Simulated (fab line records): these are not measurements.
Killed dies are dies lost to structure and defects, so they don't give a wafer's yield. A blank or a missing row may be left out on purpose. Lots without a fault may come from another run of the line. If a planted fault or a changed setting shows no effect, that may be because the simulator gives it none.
Matching of chambers | flow n5 finfet | rie diel-05 running N5_HKMG_FIN_ETCH_35: 4 sister chambers
The step etches SOC in N2/H2, target depth 215.8 nm, time 243.4 s. 4 wafers are shown with their chamber, then 9 later ones without.

== WAFERS WITH THEIR CHAMBER ==
wafer  | chamber | showerhead plenum p Torr (Torr)
L087.4 | 3       | 2.48
L088.1 | 0       | 2.60
L089.3 | 1       | 2.64
L089.6 | 2       | 2.59

== WAFERS WITHOUT THEIR CHAMBER ==
wafer  | showerhead plenum p Torr (Torr)
L091.1 | 2.48
L091.3 | 2.64
L091.4 | 2.58
L094.2 | 2.58
L094.5 | 2.60
L094.6 | 2.48
L095.1 | 2.60
L095.2 | 2.63
L095.3 | 2.47

== THE CHAMBER EACH PASSED THROUGH ==
wafer  | from the rows above     | in truth
L091.1 | 3                       | 3
L091.3 | 1                       | 1
L091.4 | can't be placed: 2 or 0 | 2
L094.2 | can't be placed: 2 or 0 | 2
L094.5 | can't be placed: 0 or 2 | 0
L094.6 | 3                       | 3
L095.1 | can't be placed: 0 or 2 | 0
L095.2 | 1                       | 1
L095.3 | 3                       | 3
Correctly placed: 5 of 9. Cannot be placed on the basis of these rows: 4; the candidates contain the true chamber in 4. Placed wrongly: 0.
How it was worked out, from the rows above alone: a wafer's distance from a chamber is the root of the sum, over the readings, of the square of ((its reading less the chamber's mean) divided by the reading's scatter). The wafer belongs to the nearest chamber; if the next one is less than 2 further off, it can't be placed. A chamber's mean is the mean of its shown wafers. The scatter (one wafer shown for each chamber): square how far every hidden wafer sits from the nearest shown wafer, average those squares and take the square root.
